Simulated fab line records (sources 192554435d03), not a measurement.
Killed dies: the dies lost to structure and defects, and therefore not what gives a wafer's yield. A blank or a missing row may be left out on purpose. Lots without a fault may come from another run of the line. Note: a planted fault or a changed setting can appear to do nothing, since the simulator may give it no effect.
Chamber matching ; flow n5_finfet ; 3 sister chambers for N5_MOL_CONTACT_COAG_ALD_123 on ald_sin-04
The step deposits SiNx, target thk 5 nm, pulse time 1 s, purge time 2 s. 3 wafers are shown with their chamber, then 8 later ones without.

WAFERS PAIRED WITH THEIR CHAMBERS
wafer;chamber;heater_power_w (W)
L080.2;0;914
L092.1;2;804
L092.4;3;757

WAFERS WHOSE CHAMBER IS MISSING
wafer;heater_power_w (W)
L092.5;932
L094.2;905
L094.3;841
L094.5;735
L095.4;812
L095.6;758
L097.1;916
L097.4;760

CHAMBER TAKEN BY EACH
wafer;from the rows above;in truth
L092.5;0;0
L094.2;0;0
L094.3;2;2
L094.5;3;3
L095.4;2;2
L095.6;3;3
L097.1;0;0
L097.4;3;3
Correct placement for 8 of the 8. Number that these rows cannot place: 0. 0 placed wrongly.
How it was worked out, from the rows above alone: a wafer's distance from a chamber is the root of the sum, over the readings, of the square of ((its reading less the chamber's mean) divided by the reading's scatter). If the next closest chamber is less than 2 further off than the closest, the wafer can't be placed; otherwise it belongs to the closest. The mean given for a chamber averages the wafers shown for that chamber. The scatter: root of mean squared gap, hidden wafer to nearest shown wafer, with one shown wafer a chamber.
